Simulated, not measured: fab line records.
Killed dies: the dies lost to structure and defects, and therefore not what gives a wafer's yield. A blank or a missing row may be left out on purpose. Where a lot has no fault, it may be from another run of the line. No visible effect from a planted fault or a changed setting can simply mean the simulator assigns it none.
fab line records    flow n5_finfet
record lots=7  wafers=21
route steps=1938 shown BEOL_M3@963 BEOL_M4@1040 BEOL_M5@1119 BEOL_M6@1194
start_h: start of the lot's first displayed wafer, in hours after the record's first day    wait_h: hours since the lot's step before    " repeats the value in the row above    L1.1+2: a single row standing in for several wafers    - value missing, or start not given    * or withheld: withheld    < > ~ a bound
route shown NAME@n: names a module that has steps shown in the file, with the first one's number in the route    usual: average and standard deviation across the fault-free wafers    same: alike in all rows    chamber/n: place in a boat    sites: the reading at each site    _std_site: standard deviation across them    _edge_site: the outer-site mean with the inner-site mean subtracted    radius_mm: how far each site lies from the wafer's centre    mask NAME#n: copy n    behind: the tool/chamber that last shaped the wafer    hold: the reason the lot was held/the length of the hold in hours/how it ended    device: the n, p or np transistor that did not switch    end of line: the same wafers' tests at the end of the route    step lacking rows: just its recipe    killed: count of dies lost to structure and defects at first sort (not the wafer's yield)    map: per-die view of a wafer (x killed, . not killed, _ where there is no die)
set.NAME: the setting the step ran with; set.NAME@STEP: the setting that earlier step ran with    model.NAME: the simulator's own value behind a step, which no gauge read
lots run with intentionally changed settings; tables by step, rows by wafer
## steps
# step N5_BEOL_M3_EXPOSE_25
# recipe mask_id=V2  na=0.33  source_shape=quasar  sigma_inner=0.2  sigma_outer=0.8  polarization=unpolarized  defocus_nm=5  dose_mj=63
lot.wafer   tool            chamber  start_h  wait_h  mask  set.dose_mj
L079.3+4+6  euv_scanner-01  0        185.82   -       V2#0  63
L085.1+4    euv_scanner-02  0        218.48   -       V2#0  63
L085.5      "               0        "        "       V2#0  66.88
L087.2+3+5  euv_scanner-02  0        219.54   -       V2#0  63
L089.3      euv_scanner-02  0        234.83   -       V2#0  63
L089.5+6    "               0        "        "       V2#0  60.94
L090.2+6    euv_scanner-01  0        247.59   -       V2#0  63
L090.5      "               0        "        "       V2#0  64.2
L094.1+6    euv_scanner-01  0        256.84   -       V2#0  63
L094.4      "               0        "        "       V2#0  67.28
L097.2+3+6  euv_scanner-02  0        282.53   -       V2#0  63
# step N5_BEOL_M3_PEB_26
# recipe peb_temp_c=100  peb_time_s=60  resist=CAR-EUV
# step N5_BEOL_M3_DEVELOP_27
# recipe develop_time_s=30  developer=TMAH  resist=CAR-EUV  rinse_liquid=surfactant_rinse  dry=air_spin  dev_temp_c=23
# step N5_BEOL_M3_ALD_98
# recipe material=SiO2  target_thk_a=25  temp_c=100  ald_precursor_family=BDEAS  ald_co_reactant=O2-plasma  pulse_time_s=1  co_reactant_pulse_time_s=1  purge_time_s=2  co_reactant_purge_time_s=2  ald_cycles=17  pressure_torr=2
# step N5_BEOL_M3_ETCHBACK_99
# recipe chemistry=CHF3  target=SiO2  target_depth_a=50  time_s=10.4  source_w=215  bias_w=47  Ar_flow_sccm=200  CHF3_flow_sccm=12  ion_energy_ev=100  pressure_mtorr=30
# step N5_BEOL_M3_ETCH_70
# recipe chemistry=N2/H2  target=SOC  target_depth_a=800  overetch_a=160  mask_material=SiARC  temp_c=40  time_s=120  ion_energy_ev=200  pressure_mtorr=30  source_w=840  bias_w=150  n2_flow_sccm=200  h2_flow_sccm=200
lot.wafer  tool         chamber  start_h  wait_h  set.spin_rpm@BEOL_M3_COAT_67  model.etch.depth_nm
L079.3     rie_diel-01  1        186.69   0.0     1574                          58.95
L079.4     "            0        "        "       1500                          60.45
L079.6     "            1        "        "       1500                          60.27
L085.1     rie_diel-01  3        231.30   0.0     1629                          57.84
L085.4     "            2        "        "       1500                          60.21
L085.5     "            0        "        "       1500                          60.25
L087.2     rie_diel-02  3        232.82   0.0     1500                          60.07
L087.3     "            0        "        "       1500                          60.18
L087.5     "            3        "        "       1500                          60.1
L089.3     rie_diel-06  2        237.06   0.0     1500                          59.86
L089.5     "            3        "        "       1377                          62.57
L089.6     "            0        "        "       1500                          60.23
L090.2     rie_diel-02  3        254.93   0.0     1500                          60.43
L090.5     "            3        "        "       1500                          60.08
L090.6     "            0        "        "       1500                          60.41
L094.1     rie_diel-06  1        266.54   0.0     1500                          60.15
L094.4     "            2        "        "       1500                          60.26
L094.6     "            0        "        "       1500                          60.42
L097.2     rie_diel-01  0        283.83   0.0     1500                          60.25
L097.3     "            2        "        "       1500                          60.23
L097.6     "            2        "        "       1500                          60.06
# step N5_BEOL_M4_ETCH_64
# recipe chemistry=N2/H2  target=SOC  target_depth_a=750  overetch_a=225  mask_material=SiARC  temp_c=40  time_s=121.9  ion_energy_ev=200  pressure_mtorr=30  source_w=840  bias_w=150  n2_flow_sccm=200  h2_flow_sccm=200
# usual rf_vpp_V=523.8/2
lot.wafer  tool         chamber  start_h  wait_h  set.bias_w  rf_vpp_V  model.SiARC_of_BEOL_M4_COAT_62.thk_nm
L079.3     rie_diel-05  3        194.06   0.1     150         527.6     6.4
L079.4     "            2        "        "       172.5       569.6     5.4
L079.6     "            2        "        "       150         521.7     6.4
L085.1     rie_diel-03  2        238.36   0.0     150         524.9     6.4
L085.4     "            0        "        "       165.9       560.0     5.6
L085.5     "            1        "        "       150         522.8     6.4
L087.2     rie_diel-03  1        241.42   0.0     150         522.6     6.2
L087.3     "            0        "        "       150         524.7     6.2
L087.5     "            1        "        "       150         522.3     6.2
L089.3     rie_diel-04  3        242.48   0.0     150         530.0     6.2
L089.5     "            2        "        "       150         522.9     6.4
L089.6     "            1        "        "       150         523.8     6.4
L090.2     rie_diel-05  3        261.14   0.0     150         525.1     6.4
L090.5     "            2        "        "       133.7       484.0     7.2
L090.6     "            3        "        "       150         525.1     6.4
L094.1     rie_diel-03  2        273.00   0.0     150         527.0     6.2
L094.4     "            0        "        "       125.2       468.0     7.6
L094.6     "            1        "        "       125.2       466.0     7.6
L097.2     rie_diel-03  0        290.06   0.0     150         524.2     6.4
L097.3     "            2        "        "       150         525.8     6.2
L097.6     "            0        "        "       129.4       475.9     7.4
# step N5_BEOL_M4_COAT_67
# recipe resist=SOC  temp_c=250  time_s=60  spin_rpm=1500  resist_thk_nm=60
lot.wafer  tool            chamber  start_h  wait_h  set.spin_rpm  model.SOC_of_BEOL_M4_COAT_67.thk_nm
L079.3+4   litho_track-05  0        194.67   0.0     1362          63.4
L079.6     "               0        "        "       1500          60.4
L085.1     litho_track-02  0        238.75   0.0     1500          60
L085.4+5   "               0        "        "       1380          62.6
L087.2+3   litho_track-02  0        241.84   0.0     1500          60.2
L087.5     "               0        "        "       1500          60
L089.3     litho_track-05  0        242.88   0.0     1372          63
L089.5+6   "               0        "        "       1500          60.2
L090.2+5   litho_track-03  0        261.53   0.0     1500          60
L090.6     "               0        "        "       1626          57.6
L094.1     litho_track-02  0        273.49   0.0     1500          60.2
L094.4     "               0        "        "       1362          62.8
L094.6     "               0        "        "       1362          63
L097.2+3   litho_track-02  0        290.45   0.0     1614          58
L097.6     "               0        "        "       1500          60.2
# step N5_BEOL_M4_COAT_68
# recipe resist=SiARC  temp_c=220  time_s=60  spin_rpm=1500  resist_thk_nm=12
# step N5_BEOL_M4_COAT_76
# recipe resist=underlayer  temp_c=205  time_s=60  spin_rpm=1500  resist_thk_nm=5
# step N5_BEOL_M4_ALD_98
# recipe material=SiO2  target_thk_a=25  temp_c=100  ald_precursor_family=BDEAS  ald_co_reactant=O2-plasma  pulse_time_s=1  co_reactant_pulse_time_s=1  purge_time_s=2  co_reactant_purge_time_s=2  ald_cycles=17  pressure_torr=2
# step N5_BEOL_M4_ETCHBACK_99
# recipe chemistry=CHF3  target=SiO2  target_depth_a=50  time_s=10.4  source_w=215  bias_w=47  Ar_flow_sccm=200  CHF3_flow_sccm=12  ion_energy_ev=100  pressure_mtorr=30
# step N5_BEOL_M4_ETCH_70
# recipe chemistry=N2/H2  target=SOC  target_depth_a=800  overetch_a=240  mask_material=SiARC  temp_c=40  time_s=130  ion_energy_ev=200  pressure_mtorr=30  source_w=840  bias_w=150  n2_flow_sccm=200  h2_flow_sccm=200
lot.wafer  tool         chamber  start_h  wait_h  set.spin_rpm@BEOL_M4_COAT_67  model.etch.depth_nm
L079.3     rie_diel-03  1        205.88   0.0     1362                          63.39
L079.4     "            2        "        "       1362                          63.46
L079.6     "            0        "        "       1500                          60.4
L085.1     rie_diel-03  1        240.93   0.0     1500                          60.04
L085.4     "            0        "        "       1380                          62.62
L085.5     "            0        "        "       1380                          62.6
L089.3     rie_diel-04  2        245.68   0.0     1372                          62.92
L089.5     "            1        "        "       1500                          60.28
L089.6     "            0        "        "       1500                          60.21
L087.2     rie_diel-05  3        245.71   0.0     1500                          60.2
L087.3     "            1        "        "       1500                          60.14
L087.5     "            1        "        "       1500                          59.99
L090.2     rie_diel-04  3        266.80   0.0     1500                          60.1
L090.5     "            0        "        "       1500                          60.08
L090.6     "            3        "        "       1626                          57.52
L094.1     rie_diel-04  1        276.15   0.0     1500                          60.13
L094.4     "            2        "        "       1362                          62.88
L094.6     "            2        "        "       1362                          63.01
L097.2     rie_diel-04  1        299.45   0.0     1614                          58.06
L097.3     "            0        "        "       1614                          57.97
L097.6     "            0        "        "       1500                          60.2
# step N5_BEOL_M4_STRIP_71
# recipe chemistry=N2/H2  temp_c=40  n2_flow_sccm=200  h2_flow_sccm=200  rf_frequency_hz=6e+07
# step N5_BEOL_M4_STRIP_78
# recipe chemistry=N2/H2  temp_c=40  n2_flow_sccm=200  h2_flow_sccm=200  rf_frequency_hz=6e+07
# step N5_BEOL_M4_VIA_ETCH_34
# recipe chemistry=C4F6/O2  target_depth_a=694  mask_material=SOC  pressure_mtorr=15  ion_energy_ev=250  taper_deg=4  time_s=65.9  source_w=350  bias_w=170  Ar_flow_sccm=300  C4F6_flow_sccm=10  O2_flow_sccm=10
lot.wafer  tool         chamber  start_h  wait_h  set.spin_rpm@BEOL_M4_COAT_67  model.SOC_of_BEOL_M4_COAT_67.thk_nm
L079.3     rie_diel-03  1        205.99   0.0     1362                          55.2
L079.4     "            2        "        "       1362                          55.6
L079.6     "            0        "        "       1500                          52.2
L085.1     rie_diel-03  1        241.03   0.0     1500                          51.8
L085.4+5   "            0        "        "       1380                          54.4
L089.3     rie_diel-04  2        245.78   0.0     1372                          54.8
L089.5+6   "            1,0      "        "       1500                          52
L087.2     rie_diel-05  3        245.82   0.0     1500                          52.2
L087.3     "            1        "        "       1500                          52
L087.5     "            1        "        "       1500                          51.8
L090.2+5   rie_diel-04  3,0      266.91   0.0     1500                          51.8
L090.6     "            3        "        "       1626                          49.2
L094.1     rie_diel-04  1        276.26   0.0     1500                          52
L094.4     "            2        "        "       1362                          54.8
L094.6     "            2        "        "       1362                          55
L097.2+3   rie_diel-04  1,0      299.56   0.0     1614                          49.8
L097.6     "            0        "        "       1500                          52
# step N5_BEOL_M5_COAT_71
# recipe resist=underlayer  temp_c=205  time_s=60  spin_rpm=1500  resist_thk_nm=5
lot.wafer   tool            chamber  start_h  wait_h  set.spin_rpm
L079.3+4+6  litho_track-01  0        -        -       1500
L085.1+4    litho_track-04  0        -        -       1500
L085.5      "               0        "        "       1447
L089.3+5    litho_track-01  0        -        -       1500
L089.6      "               0        "        "       1597
L087.2+3+5  litho_track-05  0        -        -       1500
L090.2+5+6  litho_track-04  0        -        -       1500
L094.1+4    litho_track-01  0        -        -       1500
L094.6      "               0        "        "       1604
L097.2+3    litho_track-04  0        -        -       1500
L097.6      "               0        "        "       1638
# step N5_BEOL_M5_COAT_05
# recipe resist=CAR-EUV  spin_rpm=1500  resist_thk_nm=30
# step N5_BEOL_M5_EBR_07
# recipe solvent=PGMEA  ebr_width_mm=1.5
# step N5_BEOL_M5_DESCUM_16
# recipe chemistry=O2  time_s=7  source_power_w=50  bias_power_w=20  pressure_mtorr=20  rf_frequency_hz=2.712e+07  temp_c=40  resist=CAR-EUV  o2_flow_sccm=225
# step N5_BEOL_M5_ETCH_72
# recipe chemistry=N2/H2  target=underlayer  target_depth_a=65  mask_material=CAR-EUV  time_s=5.2  ion_energy_ev=200  pressure_mtorr=30  source_w=840  bias_w=150  n2_flow_sccm=200  h2_flow_sccm=200  ends=cleared
lot.wafer  tool         chamber  start_h  wait_h  set.spin_rpm@BEOL_M5_COAT_71  model.etch.depth_nm
L079.3     rie_diel-06  0        214.06   0.0     1500                          4.991
L079.4     "            3        "        "       1500                          5
L079.6     "            1        "        "       1500                          4.987
L085.1     rie_diel-01  1        250.53   0.0     1500                          5.02
L085.4     "            1        "        "       1500                          5.015
L085.5     "            2        "        "       1447                          5.127
L089.3     rie_diel-01  2        254.35   0.0     1500                          5.012
L089.5     "            0        "        "       1500                          5.01
L089.6     "            1        "        "       1597                          4.875
L087.2     rie_diel-02  2        254.70   0.0     1500                          5.005
L087.3     "            0        "        "       1500                          5.041
L087.5     "            0        "        "       1500                          5.011
L090.2     rie_diel-01  3        276.47   0.0     1500                          5.009
L090.5     "            1        "        "       1500                          4.99
L090.6     "            0        "        "       1500                          5.003
L094.1     rie_diel-02  1        285.11   0.0     1500                          5.016
L094.4     "            0        "        "       1500                          5.003
L094.6     "            1        "        "       1604                          4.847
L097.2     rie_diel-01  3        306.61   0.0     1500                          4.994
L097.3     "            1        "        "       1500                          4.995
L097.6     "            3        "        "       1638                          4.772
# step N5_BEOL_M6_ILD_DEP_00
# recipe material=SiCOH_lowk  target_thk_a=1797.5  temp_c=300  precursor=DEMS/porogen  pressure_torr=5  rf_w=500  time_s=33.4
lot.wafer  tool      chamber  start_h  wait_h  set.time_s  model.SiCOH_lowk_of_BEOL_M6_ILD_DEP_00.thk_nm
L079.3     pecvd-01  0        225.18   0.0     33.4        178
L079.4     "         0        "        "       33.4        180
L079.6     "         1        "        "       33.4        179.2
L085.1     pecvd-02  2        261.06   0.0     33.4        177.8
L085.4+5   "         2,0      "        "       35.27       192
L089.3     pecvd-01  2        263.98   0.0     33.4        179.6
L089.5     "         2        "        "       31.24       170.2
L089.6     "         0        "        "       31.24       171.8
L087.2     pecvd-03  2        264.81   0.0     33.4        179.6
L087.3     "         1        "        "       33.4        178.8
L087.5     "         2        "        "       33.4        182.6
L090.2     pecvd-01  1        285.54   0.0     33.4        179.6
L090.5     "         2        "        "       33.4        181.2
L090.6     "         0        "        "       31.47       173
L094.1     pecvd-02  0        296.84   0.0     36.06       189.8
L094.4     "         2        "        "       33.4        181.2
L094.6     "         0        "        "       36.06       192.4
L097.2     pecvd-03  0        316.02   0.0     33.4        181.6
L097.3     "         2        "        "       36.02       191.4
L097.6     "         0        "        "       36.02       196
# step N5_BEOL_M6_CURE_74
# recipe temp_c=385  time_s=240  ambient=He/Ar  material=SiCOH_lowk
lot.wafer  tool        chamber  start_h  wait_h  set.time_s@BEOL_M6_ILD_DEP_00  model.SiCOH_lowk_of_BEOL_M6_ILD_DEP_00.thk_nm
L079.3     uv_cure-02  1        225.40   0.2     33.4                           153.4
L079.4     "           1        "        "       33.4                           155.2
L079.6     "           1        "        "       33.4                           154.6
L085.1     uv_cure-01  1        261.12   0.0     33.4                           153.2
L085.4+5   "           1        "        "       35.27                          165.8
L089.3     uv_cure-03  1        264.48   0.5     33.4                           154.8
L089.5     "           1        "        "       31.24                          146.6
L089.6     "           1        "        "       31.24                          148
L087.2     uv_cure-03  1        264.96   0.1     33.4                           154.8
L087.3     "           1        "        "       33.4                           154.2
L087.5     "           1        "        "       33.4                           157.6
L090.2     uv_cure-02  2        285.68   0.1     33.4                           154.8
L090.5     "           2        "        "       33.4                           156.4
L090.6     "           2        "        "       31.47                          149.2
L094.1     uv_cure-02  0        297.04   0.2     36.06                          163.8
L094.4     "           0        "        "       33.4                           156.4
L094.6     "           0        "        "       36.06                          166
L097.2     uv_cure-01  2        316.16   0.1     33.4                           156.6
L097.3     "           2        "        "       36.02                          165.2
L097.6     "           2        "        "       36.02                          169.2
# step N5_BEOL_M6_THK_MEAS_01
# recipe reads=SiCOH_lowk_of_BEOL_M6_ILD_DEP_00
# usual M6_ILD_THK=155.1/1.9
lot.wafer  tool           chamber  start_h  wait_h  set.time_s@BEOL_M6_ILD_DEP_00  M6_ILD_THK[nm]
L079.3     film_metro-01  -        225.75   0.3     33.4                           153.4
L079.4     "              -        "        "       33.4                           155.2
L079.6     "              -        "        "       33.4                           154.5
L085.1     film_metro-01  -        261.63   0.4     33.4                           153.3
L085.4     "              -        "        "       35.27                          165.9
L085.5     "              -        "        "       35.27                          165.7
L089.3     film_metro-02  -        264.83   0.3     33.4                           154.9
L089.5     "              -        "        "       31.24                          146.6
L089.6     "              -        "        "       31.24                          148.0
L087.2     film_metro-02  -        265.39   0.4     33.4                           154.9
L087.3     "              -        "        "       33.4                           154.2
L087.5     "              -        "        "       33.4                           157.6
L090.2     film_metro-02  -        286.12   0.4     33.4                           154.8
L090.5     "              -        "        "       33.4                           156.5
L090.6     "              -        "        "       31.47                          149.2
L094.1     film_metro-02  -        297.56   0.4     36.06                          163.6
L094.4     "              -        "        "       33.4                           156.4
L094.6     "              -        "        "       36.06                          165.9
L097.2     film_metro-01  -        316.60   0.4     33.4                           156.7
L097.3     "              -        "        "       36.02                          165.2
L097.6     "              -        "        "       36.02                          169.4
## key
split step=N5_BEOL_M3_EXPOSE_25  setting=dose_mj  stated=63  by=wafer
response none clear
split step=N5_BEOL_M4_ETCH_64  setting=bias_w  stated=150  by=wafer
response step=N5_BEOL_M4_ETCH_64  reading=rf_vpp_V  change=+3.46  per=1%  r=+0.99
response step=N5_BEOL_M4_ETCH_64  reading=model.SiARC_of_BEOL_M4_COAT_62.thk_nm  change=-0.0768  per=1%  r=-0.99
split step=N5_BEOL_M4_COAT_67  setting=spin_rpm  stated=1500  by=wafer
response step=N5_BEOL_M4_COAT_67  reading=model.SOC_of_BEOL_M4_COAT_67.thk_nm  change=-0.308  per=1%  r=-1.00
response step=N5_BEOL_M4_ETCH_70  reading=model.etch.depth_nm  change=-0.312  per=1%  r=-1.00
response step=N5_BEOL_M4_VIA_ETCH_34  reading=model.SOC_of_BEOL_M4_COAT_67.thk_nm  change=-0.321  per=1%  r=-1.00
split step=N5_BEOL_M5_COAT_71  setting=spin_rpm  stated=1500  by=wafer
response step=N5_BEOL_M5_ETCH_72  reading=model.etch.depth_nm  change=-0.0238  per=1%  r=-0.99
split step=N5_BEOL_M6_ILD_DEP_00  setting=time_s  stated=33.4  by=wafer
response step=N5_BEOL_M6_ILD_DEP_00  reading=model.SiCOH_lowk_of_BEOL_M6_ILD_DEP_00.thk_nm  change=+1.52  per=1%  r=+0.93
response step=N5_BEOL_M6_CURE_74  reading=model.SiCOH_lowk_of_BEOL_M6_ILD_DEP_00.thk_nm  change=+1.33  per=1%  r=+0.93
response step=N5_BEOL_M6_THK_MEAS_01  reading=M6_ILD_THK  change=+1.32  per=1%  r=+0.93
split outside_this_file step=N5_BEOL_M3_COAT_67 setting=spin_rpm
# split outside_this_file: this setting was split too, and the file shows its column; the key of that split is in another file
